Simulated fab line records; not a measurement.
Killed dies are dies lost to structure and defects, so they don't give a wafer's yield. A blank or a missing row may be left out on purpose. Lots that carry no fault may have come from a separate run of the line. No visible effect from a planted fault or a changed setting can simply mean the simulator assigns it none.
Chamber matching	flow n5-finfet	N5_BEOL_M8_STRIP_36 on rie-diel-06 has 4 sister chambers
The step strips in N2/H2. 18 wafers are shown with their chamber, then 9 later ones without.

== WAFERS, EACH WITH ITS CHAMBER ==
wafer	chamber	drypump-motor-current-A (A)	showerhead-plenum-p-Torr (Torr)	throttle-valve-pct (%)
L076.1	2	6.3	2.71	23.29
L076.2	0	5.8	2.64	23.89
L076.5	2	6.3	2.71	23.29
L078.2	0	5.8	2.64	23.89
L078.3	2	6.3	2.71	23.29
L078.6	2	6.3	2.71	23.29
L081.1	0	5.8	2.63	23.90
L081.3	2	6.3	2.71	23.28
L081.6	1	5.4	2.51	24.09
L085.1	0	5.8	2.63	23.91
L085.2	3	5.2	2.41	23.42
L085.3	1	5.4	2.51	24.13
L090.3	0	5.8	2.63	23.92
L090.4	3	5.2	2.41	23.47
L090.5	1	5.4	2.51	24.12
L092.1	1	5.5	2.50	23.66
L092.2	2	6.3	2.70	23.35
L092.5	0	5.8	2.62	23.95

SIGNATURES, as means of the wafers listed above
reading	chamber 0	chamber 1	chamber 2	chamber 3	scatter within a chamber
drypump-motor-current-A	5.800	5.425	6.300	5.200	0.0231
showerhead-plenum-p-Torr	2.6317	2.5075	2.7083	2.4100	0.00562
throttle-valve-pct	23.9100	24.0000	23.2983	23.4450	0.108
Rule: for a wafer and a chamber, the distance is found by dividing, reading by reading, the gap between the wafer's reading and the chamber's mean by the reading's scatter, squaring, summing and taking the root. The wafer belongs to the nearest chamber; if the next one is less than 2 further off, it can't be placed. The scatter: take each reading less its chamber's mean, square it, sum over the shown wafers, divide by the number of wafers less the number of chambers, and take the root.

== WAFERS WHOSE CHAMBER IS MISSING ==
wafer	drypump-motor-current-A (A)	showerhead-plenum-p-Torr (Torr)	throttle-valve-pct (%)
L094.1	5.4	2.50	23.65
L094.2	6.3	2.70	23.31
L094.4	5.3	2.40	23.48
L093.1	6.2	2.70	23.34
L093.2	5.4	2.50	23.67
L093.5	5.8	2.62	23.94
L095.1	5.5	2.50	23.66
L095.3	5.2	2.40	23.46
L095.6	5.8	2.62	23.95

== THE CHAMBER EACH PASSED THROUGH ==
wafer	from the rows above	in truth
L094.1	1	1
L094.2	2	2
L094.4	3	3
L093.1	2	2
L093.2	1	1
L093.5	0	0
L095.1	1	1
L095.3	3	3
L095.6	0	0
Placed correctly: 9 of 9. Left unplaced by these rows: 0. Wrongly placed: 0.
